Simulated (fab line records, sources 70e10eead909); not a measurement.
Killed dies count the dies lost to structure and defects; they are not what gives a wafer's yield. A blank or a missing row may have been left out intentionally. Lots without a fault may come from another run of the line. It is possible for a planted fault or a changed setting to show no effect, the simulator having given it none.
Chamber matching ; flow nand_harc ; NHARC_A_CONTACT_ETCH_110 on rie_diel-02 has 4 sister chambers
The step etches the open film in CF4/O2, target depth 60 nm, overetch 6 nm, time 33 s. 4 wafers are shown with their chamber, then 9 later ones without.

WAFERS, EACH WITH ITS CHAMBER
wafer;chamber;drypump_motor_current_A (A)
L695.3;2;5.2
L700.1;0;4.8
L700.2;3;6.5
L700.3;1;5.7

WAFERS WITHOUT THEIR CHAMBER
wafer;drypump_motor_current_A (A)
L705.3;5.8
L705.4;4.9
L705.5;5.7
L706.1;6.4
L706.5;5.2
L706.6;5.8
L709.1;6.5
L709.4;5.2
L709.5;6.5

CHAMBER TAKEN BY EACH
wafer;from the rows above;in truth
L705.3;1;1
L705.4;0;0
L705.5;1;1
L706.1;3;3
L706.5;2;2
L706.6;1;1
L709.1;3;3
L709.4;2;2
L709.5;3;3
Correctly placed: 9 of 9. Left unplaced by these rows: 0. Number placed wrongly: 0.
How it was worked out, from the rows above alone: a wafer's distance from a chamber is the root of the sum, over the readings, of the square of ((its reading less the chamber's mean) divided by the reading's scatter). The wafer belongs to the nearest chamber; if the next one is less than 2 further off, it can't be placed. A chamber's mean is the mean of its shown wafers. The scatter: root of mean squared gap, hidden wafer to nearest shown wafer, with one shown wafer a chamber.
